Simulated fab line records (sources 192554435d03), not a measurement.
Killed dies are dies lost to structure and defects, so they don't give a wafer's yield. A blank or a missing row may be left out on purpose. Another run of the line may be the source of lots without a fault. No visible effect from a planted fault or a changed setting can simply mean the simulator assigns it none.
Matching of chambers    flow n5-finfet    4 sister chambers for N5_BEOL_M3_ALD_84 on ald-metal-02
The step deposits TaN, pulse time 2 s, purge time 3 s, co reactant purge time 2 s. 4 wafers are shown with their chamber, then 8 later ones without.

== WAFERS PAIRED WITH THEIR CHAMBERS ==
wafer   chamber  heater-power-w (W)
L074.2  0        445
L074.4  2        419
L087.6  3        404
L090.1  1        384

== WAFERS WITH NO CHAMBER GIVEN ==
wafer   heater-power-w (W)
L090.2  456
L090.4  408
L089.1  421
L089.4  449
L089.6  408
L093.3  406
L093.4  414
L093.6  460

== EACH ONE'S CHAMBER ==
wafer   from the rows above      in truth
L090.2  0                        0
L090.4  can't be placed: 3 or 2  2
L089.1  2                        2
L089.4  0                        0
L089.6  can't be placed: 3 or 2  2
L093.3  can't be placed: 3 or 2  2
L093.4  can't be placed: 2 or 3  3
L093.6  0                        0
Placed correctly: 4 of 8. Cannot be placed on the basis of these rows: 4; the candidates contain the true chamber in 4. Placed wrongly: 0.
How it was worked out, from the rows above alone: a wafer's distance from a chamber is the root of the sum, over the readings, of the square of ((its reading less the chamber's mean) divided by the reading's scatter). If the next closest chamber is less than 2 further off than the closest, the wafer can't be placed; otherwise it belongs to the closest. For every chamber, the mean is computed from those of its wafers that are shown. The scatter (one wafer shown for each chamber): square how far every hidden wafer sits from the nearest shown wafer, average those squares and take the square root.
